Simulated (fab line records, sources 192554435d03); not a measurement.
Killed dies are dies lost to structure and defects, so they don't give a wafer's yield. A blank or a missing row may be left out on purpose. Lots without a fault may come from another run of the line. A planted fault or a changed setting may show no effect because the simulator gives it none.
Which tool did it? | flow n5_finfet | 12 lots, 32 wafers sampled, at 4 steps of a route of 1938

WHAT THE GAUGES READ, wafer by wafer
The record holds no reading of a measuring or inspecting step that can be judged against a usual standard deviation.

WHICH TOOL RAN EACH LOT (tool, then ch and the chambers of the sampled wafers, then the start)
lot  | N5_BEOL_M11_ALD_74                  | N5_BEOL_M11_DEP_56              | N5_BEOL_M12_EXPOSE_07             | N5_BEOL_M12_DESCUM_15
L449 | ald_metal-04 ch 0,3, day 9 23:55    | pecvd-01 ch 0,1, day 10 01:24   | krf_scanner-02 ch 0, day 10 01:59 | rie_diel-04 ch 0,2,3, day 10 02:14
L451 | ald_metal-03 ch 1,2,3, day 10 10:47 | pecvd-02 ch 0,1, day 10 12:17   | krf_scanner-02 ch 0, day 10 12:40 | rie_diel-05 ch 2,3, day 10 12:56
L452 | ald_metal-02 ch 1,2,3, day 10 23:22 | pecvd-01 ch 0,1, day 11 01:03   | krf_scanner-01 ch 0, day 11 01:30 | rie_diel-02 ch 0,2,3, day 11 01:45
L453 | ald_metal-03 ch 0,1,3, day 11 10:44 | pecvd-01 ch 0,1,2, day 11 14:51 | krf_scanner-02 ch 0, day 11 15:22 | rie_diel-05 ch 0,1,3, day 11 15:37
L457 | ald_metal-03 ch 3, day 12 08:41     | pecvd-02 ch 2, day 12 11:01     | krf_scanner-02 ch 0, day 12 11:25 | rie_diel-05 ch 1, day 12 11:46
L458 | ald_metal-04 ch 3, day 12 18:22     | pecvd-04 ch 2, day 12 20:12     | krf_scanner-02 ch 0, day 12 20:36 | rie_diel-02 ch 3, day 12 20:50
L459 | ald_metal-04 ch 2,3, day 12 22:18   | pecvd-01 ch 0,1, day 13 01:14   | krf_scanner-01 ch 0, day 13 01:48 | rie_diel-05 ch 1,2,3, day 13 02:23
L462 | ald_metal-02 ch 1,2,3, day 13 15:44 | pecvd-04 ch 0,1,2, day 13 17:17 | krf_scanner-01 ch 0, day 13 17:47 | rie_diel-05 ch 0,2,3, day 13 18:23
L460 | ald_metal-03 ch 0,2,3, day 13 15:59 | pecvd-01 ch 0,1,2, day 13 17:47 | krf_scanner-01 ch 0, day 13 18:11 | rie_diel-05 ch 0,3, day 13 18:39
L469 | ald_metal-03 ch 0,1,3, day 16 03:22 | pecvd-02 ch 0,1,2, day 16 04:59 | krf_scanner-01 ch 0, day 16 05:29 | rie_diel-04 ch 0,1,3, day 16 06:16
L471 | ald_metal-04 ch 0,3, day 16 08:23   | pecvd-02 ch 0,1,2, day 16 10:10 | krf_scanner-01 ch 0, day 16 10:41 | rie_diel-04 ch 0,1,3, day 16 10:56
L472 | ald_metal-04 ch 0,3, day 16 14:47   | pecvd-02 ch 0,1,2, day 16 16:47 | krf_scanner-01 ch 0, day 16 17:20 | rie_diel-05 ch 0,2,3, day 16 17:35
- N5_BEOL_M11_ALD_74: deposits TaN, target thk 2 nm, pulse time 2 s, purge time 3 s.
- N5_BEOL_M11_DEP_56: deposits SiCN from 3MS/NH3, target thk 30 nm, time 10.5 s.
- N5_BEOL_M12_EXPOSE_07: exposes mask V11.
- N5_BEOL_M12_DESCUM_15: chemistry O2, time 7.9 s.

WHAT THE TOOLS THEMSELVES READ (means of the sampled wafers that have a number; where no wafer has one, the mark that the record gives instead)
N5_BEOL_M11_ALD_74.
lot  | tool         | heater_power_w (W) | susceptor_temp_C (C)
L449 | ald_metal-04 | 389                | 274.97
L451 | ald_metal-03 | 432                | 275.05
L452 | ald_metal-02 | 415                | 275.11
L453 | ald_metal-03 | 400                | 275.08
L457 | ald_metal-03 | 367                | 274.97
L458 | ald_metal-04 | 382                | 274.64
L459 | ald_metal-04 | 398                | 274.87
L462 | ald_metal-02 | 415                | 275.01
L460 | ald_metal-03 | 416                | 274.85
L469 | ald_metal-03 | 404                | 274.93
L471 | ald_metal-04 | 387                | 274.94
L472 | ald_metal-04 | 378                | 274.96

N5_BEOL_M11_DEP_56.
lot  | tool     | showerhead_plenum_p_Torr (Torr) | throttle_valve_pct (%)
L449 | pecvd-01 | 4.174                           | 18.3
L451 | pecvd-02 | 4.179                           | 17.4
L452 | pecvd-01 | 4.160                           | 17.7
L453 | pecvd-01 | 4.166                           | 17.9
L457 | pecvd-02 | 4.155                           | 16.7
L458 | pecvd-04 | 4.164                           | 17.4
L459 | pecvd-01 | 4.172                           | 18.4
L462 | pecvd-04 | 4.167                           | 18.6
L460 | pecvd-01 | 4.163                           | 17.8
L469 | pecvd-02 | 4.175                           | 17.4
L471 | pecvd-02 | 4.176                           | 17.5
L472 | pecvd-02 | 4.163                           | 17.5

N5_BEOL_M12_EXPOSE_07.
lot  | tool           | exposure_dose_mJ_cm2
L449 | krf_scanner-02 | 32.515
L451 | krf_scanner-02 | 32.470
L452 | krf_scanner-01 | 32.474
L453 | krf_scanner-02 | 32.515
L457 | krf_scanner-02 | 32.615
L458 | krf_scanner-02 | 32.613
L459 | krf_scanner-01 | 32.481
L462 | krf_scanner-01 | 32.490
L460 | krf_scanner-01 | 32.498
L469 | krf_scanner-01 | 32.440
L471 | krf_scanner-01 | 32.487
L472 | krf_scanner-01 | 32.510

N5_BEOL_M12_DESCUM_15.
lot  | tool        | drypump_motor_current_A (A) | oes_product_au (a.u.) | rf_vpp_V (V) | showerhead_plenum_p_Torr (Torr) | throttle_valve_pct (%)
L449 | rie_diel-04 | 5.6                         | 0.81                  | 243.8        | 2.10                            | 20.34
L451 | rie_diel-05 | 5.5                         | 0.84                  | 242.1        | 1.97                            | 20.30
L452 | rie_diel-02 | 6.1                         | 0.77                  | 242.9        | 2.03                            | 20.28
L453 | rie_diel-05 | 5.6                         | 0.84                  | 242.8        | 2.10                            | 20.23
L457 | rie_diel-05 | 6.1                         | 0.74                  | 243.0        | 2.16                            | 20.53
L458 | rie_diel-02 | 6.6                         | 0.66                  | 240.8        | 2.06                            | 20.29
L459 | rie_diel-05 | 5.7                         | 0.77                  | 243.0        | 2.02                            | 20.38
L462 | rie_diel-05 | 5.3                         | 0.82                  | 241.6        | 2.01                            | 20.19
L460 | rie_diel-05 | 5.2                         | 0.87                  | 243.0        | 2.09                            | 20.03
L469 | rie_diel-04 | 5.7                         | 0.84                  | 243.3        | 2.12                            | 20.23
L471 | rie_diel-04 | 5.7                         | 0.84                  | 243.1        | 2.12                            | 20.23
L472 | rie_diel-05 | 5.4                         | 0.79                  | 241.9        | 2.00                            | 20.21

THE ANSWER, worked out from the rows above alone
Rule: what is usual is taken from the lots themselves. Put in order of their means at a reading, lots are off if they are a third of the lots or fewer, leave a main group of 4 or more, and stand apart from it by a gap of 3 or more times the standard deviation of the main group's means; of several such gaps the widest counts. A main group whose means are all the same, to the digits that the tables above print for the reading, isn't used. A lot without any number at a reading at which 4 lots or more have one is off too. The other lots that the step has rows for count as sound. The gauges are gone through in route order, then the tools' own readings, and for those a lot's mean is taken as printed above. The first step at which some lot is off is used, and at that step the reading that is off furthest; a lot without a number counts as furthest.
Off: L457, L458, at N5_BEOL_M12_EXPOSE_07 (exposure_dose_mJ_cm2). The main group: mean 32.488, standard deviation 0.022.
A tool fits if, at that step or a process step before it, it ran every lot that is off, and no sound lot after the first of them. One fits: krf_scanner-02 at N5_BEOL_M12_EXPOSE_07. Its last sound lot is L453 (day 11 15:22), its first lot that is off L457 (day 12 11:25): a fault that began between those two fits.
The tool's own readings at N5_BEOL_M12_EXPOSE_07 bear it out: on the lots that are off they differ by more than 5 times the standard deviation of the sound lots' means. exposure_dose_mJ_cm2 reads 32.614 there against 32.488 on the sound lots.

WHAT THE SIMULATOR HAD PUT IN
Process parameter drift: krf_scanner-02, from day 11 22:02 on, at N5_BEOL_M12_EXPOSE_07. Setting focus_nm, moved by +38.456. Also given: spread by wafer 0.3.
Lots struck among those shown: L457, L458. The rule above found the same.
